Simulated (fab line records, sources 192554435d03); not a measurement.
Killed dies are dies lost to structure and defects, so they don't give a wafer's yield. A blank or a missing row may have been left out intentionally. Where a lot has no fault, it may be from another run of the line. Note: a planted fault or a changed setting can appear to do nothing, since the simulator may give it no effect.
What tool caused it? -- flow n5 finfet -- Sampling: 8 lots, 24 wafers, 6 of 1938 route steps

## WHAT EACH GAUGE READ, for each wafer
N5_BEOL_M0_RS_MEAS_126: a four-point-probe measurement.
lot,measured,on,M0_RS (ohm/sq)
L395,day 6 23:38,film metro-02,0.510 0.553 0.531
L403,day 8 14:18,film metro-01,0.545 0.539 0.515
L407,day 9 10:42,film metro-01,0.543 0.524 0.537
L408,day 9 14:52,film metro-02,0.685 0.666 0.678
L409,day 10 02:59,film metro-01,0.750 0.720 0.732
L412,day 10 16:07,film metro-02,0.553 0.556 0.555
L414,day 11 16:22,film metro-02,0.554 0.535 0.538
L416,day 11 17:53,film metro-02,0.534 0.526 0.538

## WHICH TOOL RAN EACH LOT (tool, then ch and the chambers of the sampled wafers, then the start)
lot,N5_BEOL_M0_SAQP_PECVD_00,N5_BEOL_M0_SAQP_ILD_DEP_01,N5_BEOL_M0_SAQP_PECVD_97,N5_BEOL_M0_SAQP_HM_DEP_111,N5_BEOL_M0_ETCH_109
L395,"pecvd-03 ch 0,2, day 6 00:18","pecvd-03 ch 0,2, day 6 00:20","pecvd-02 ch 0,2, day 6 06:55","pecvd-03 ch 0,1,2, day 6 07:05","rie diel-03 ch 0,1,2, day 6 20:14"
L403,"pecvd-02 ch 0,1,2, day 7 22:10","pecvd-02 ch 0,1,2, day 7 22:11","pecvd-02 ch 0,2, day 7 23:50","pecvd-02 ch 0,1,2, day 8 00:00","rie diel-04 ch 0,2,3, day 8 11:24"
L407,"pecvd-03 ch 1,2, day 8 18:10","pecvd-03 ch 1,2, day 8 18:11","pecvd-01 ch 0,1,2, day 8 18:53","pecvd-03 ch 0,2, day 8 19:04","rie diel-04 ch 1,2,3, day 9 06:11"
L408,"pecvd-02 ch 1,2, day 9 01:43","pecvd-02 ch 1,2, day 9 01:44","pecvd-02 ch 0,1,2, day 9 02:43","pecvd-03 ch 1,2, day 9 02:53","rie diel-03 ch 0,1,2, day 9 10:00"
L409,"pecvd-03 ch 0,2, day 9 12:19","pecvd-03 ch 0,2, day 9 12:21","pecvd-03 ch 0,2, day 9 13:01","pecvd-03 ch 0,2, day 9 13:15","rie diel-04 ch 0,1,3, day 9 22:23"
L412,"pecvd-01 ch 0,1,2, day 10 01:18","pecvd-01 ch 0,1,2, day 10 01:20","pecvd-02 ch 0,2, day 10 02:32","pecvd-03 ch 0,2, day 10 02:45","rie diel-03 ch 2,3, day 10 12:44"
L414,"pecvd-02 ch 0,1,2, day 10 16:34","pecvd-02 ch 0,1,2, day 10 16:35","pecvd-02 ch 0,2, day 10 19:59","pecvd-03 ch 1,2, day 10 20:10","rie diel-03 ch 0,2,3, day 11 10:44"
L416,"pecvd-01 ch 0,1,2, day 11 01:59","pecvd-01 ch 0,1,2, day 11 02:01","pecvd-01 ch 0,1,2, day 11 04:12","pecvd-03 ch 0,1,2, day 11 04:23","rie diel-04 ch 0,3, day 11 15:25"
- N5_BEOL_M0_SAQP_PECVD_00: deposits SiCN from 3MS/NH3, target thk 8 nm, time 14 s.
- N5_BEOL_M0_SAQP_ILD_DEP_01: deposits SiOC from DEMS/O2, target thk 45.419 nm, time 8.7 s.
- N5_BEOL_M0_SAQP_PECVD_97: deposits SiNx from SiH4/NH3/N2, target thk 23 nm, time 19.9 s.
- N5_BEOL_M0_SAQP_HM_DEP_111: deposits SiO2 from SiH4/N2O, target thk 12 nm, time 7.2 s.
- N5_BEOL_M0_ETCH_109: etches SiCN in CH3F/O2, target depth 8 nm, overetch 2.4 nm, time 27.4 s.

## THE ANSWER, worked out from the rows above alone
Rule: the lots themselves supply what counts as usual. Put in order of their means at a reading, lots are off if they are a third of the lots or fewer, leave a main group of 4 or more, and stand apart from it by a gap of 3 or more times the standard deviation of the main group's means; of several such gaps the widest counts. A main group is skipped when, at the precision printed for the reading in the tables above, its means are all equal. Also off: a lot with no number at a reading for which 4 or more lots have one. Any other lot the step has rows for is counted as sound.
Off: L408, L409, seen at N5_BEOL_M0_RS_MEAS_126 (M0_RS). The main group has a mean of 0.538 ohm/sq with a standard deviation of 0.0082.
If a tool, at a process step before that reading, ran all the lots that are off and no sound lot after the first of them, it fits. Those tools and the gauges at N5_BEOL_M0_RS_MEAS_126 are tried in the same way. No candidate that was tried fits.

## WHAT WAS PUT IN BY THE SIMULATOR
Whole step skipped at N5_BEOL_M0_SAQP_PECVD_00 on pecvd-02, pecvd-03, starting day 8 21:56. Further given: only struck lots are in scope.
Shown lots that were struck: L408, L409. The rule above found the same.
